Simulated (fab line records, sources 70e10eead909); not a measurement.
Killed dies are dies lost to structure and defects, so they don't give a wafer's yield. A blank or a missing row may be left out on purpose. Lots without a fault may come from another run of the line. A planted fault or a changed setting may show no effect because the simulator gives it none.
Problem report in the 8D (eight disciplines) form, filled by code | flow nand_harc | the parts of the form that need people (team, actions taken, sign-off) are left out

1. THE PROBLEM
killed_at_other at NHARC_END_SORT_01 reads a mean of 655.1 on 9 wafers of 3 lots; wafers without a fault read 0.8 with a standard deviation of 1.1. That is +99 or more standard deviations from the usual mean.
First seen on wafer L207.3, day 20 21:19, on prober-01. The record holds 9 wafers of 3 lots with a number at this step. Rule for "out", or "out of limits": more than 4 standard deviations from the usual mean. The other wafers with a number count as sound.

2. WHAT IT IS AND WHAT IT IS NOT
question                    | is                                                                                                                  | is not
which readings at this step | killed_at_other, defect_limited_yield, killed_dies, sort_bin_2_pct, sort_n_pass, sort_rim_yield_pct, sort_yield_pct | killed_at_array, killed_at_periphery, sort_bin_3_pct, sort_bin_4_pct
which lots                  | L205, L207, L209                                                                                                    | -
which wafers of those lots  | all that have a number                                                                                              | -
read on which gauges        | prober-01, prober-02                                                                                                | -
when                        | from day 20 21:19                                                                                                   | up to then (0 sound wafers)

3. SUSPECTS, AND WHAT RULES EACH OUT
Counting: a tool at a process step up to the reading stays a suspect if it ran every lot that is out and no sound lot after the first of them.
- the gauge at NHARC_END_SORT_01: ruled out. The wafers that are out were read on 2 gauges (prober-01, prober-02).
- pecvd-03 at NHARC_THIN_TSV_DEP_47 (deposits SiO2, target thk 200 nm): kept. It ran every lot that is out, first L207 (day 19 23:32), and no sound lot after that.
- plasma_asher-02 at NHARC_THIN_TSV_STRIP_62 (strips in N2/H2, time 20 s): kept. It ran every lot that is out, first L207 (day 20 00:17), and no sound lot after that.
Left after counting: pecvd-03 at NHARC_THIN_TSV_DEP_47, plasma_asher-02 at NHARC_THIN_TSV_STRIP_62.

4. THE CAUSE (what the simulator had put in)
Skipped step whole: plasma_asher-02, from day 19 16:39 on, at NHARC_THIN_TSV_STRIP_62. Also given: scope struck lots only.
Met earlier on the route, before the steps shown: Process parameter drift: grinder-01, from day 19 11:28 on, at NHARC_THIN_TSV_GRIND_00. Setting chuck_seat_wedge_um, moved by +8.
Counting left 2 suspects, and this tool is among them.

5. THE CHAIN OF EFFECTS, in route order
Each row: a reading whose mean over the struck wafers that have a number lies more than 3 standard deviations from the usual. Only readings for which the record gives a usual standard deviation are gone through. hours: the time from each lot's start at the first step in this table that gives one to its start at this step, as a median over the lots. sigmas: the change in usual standard deviations.
hours | step              | reading              | usual  | on struck wafers | change | sigmas
0     | NHARC_END_SORT_01 | defect_limited_yield | 95.7 % | 0.0              | -95.7  | -64
0     | NHARC_END_SORT_01 | killed_at_other      | 0.8    | 655.1            | +654.3 | +99 or more
0     | NHARC_END_SORT_01 | killed_dies          | 29     | 677              | +648   | +65
0     | NHARC_END_SORT_01 | killed_open          | 3.3    | 9.6              | +6.3   | +3.5
0     | NHARC_END_SORT_01 | sort_bin_2_pct       | 1.3 %  | 96.8             | +95.5  | +99 or more
0     | NHARC_END_SORT_01 | sort_n_pass          | 648    | 0                | -648   | -65
0     | NHARC_END_SORT_01 | sort_rim_yield_pct   | 95 %   | 0                | -95    | -30
0     | NHARC_END_SORT_01 | sort_yield_pct       | 95.7 % | 0.0              | -95.7  | -64
Readings that are blank on the struck wafers while sound wafers have them: drypump_motor_current_A at NHARC_THIN_TSV_STRIP_62; heater_power_w at NHARC_THIN_TSV_STRIP_62.

6. WHAT WOULD HAVE CAUGHT IT SOONER
In this record the first reading out of limits at a measuring or inspecting step was taken at day 20 21:19, 29 hours after the fault began at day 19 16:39.
At NHARC_THIN_TSV_STRIP_62 the tool's readings are blank on the struck wafers, where sound wafers have them: an empty tool record is the first sign, and it was there at once.
All the lots that are out (3) had begun NHARC_THIN_TSV_STRIP_62 on plasma_asher-02 by day 20 21:19. A hold on the tool at that time would have spared none of them.
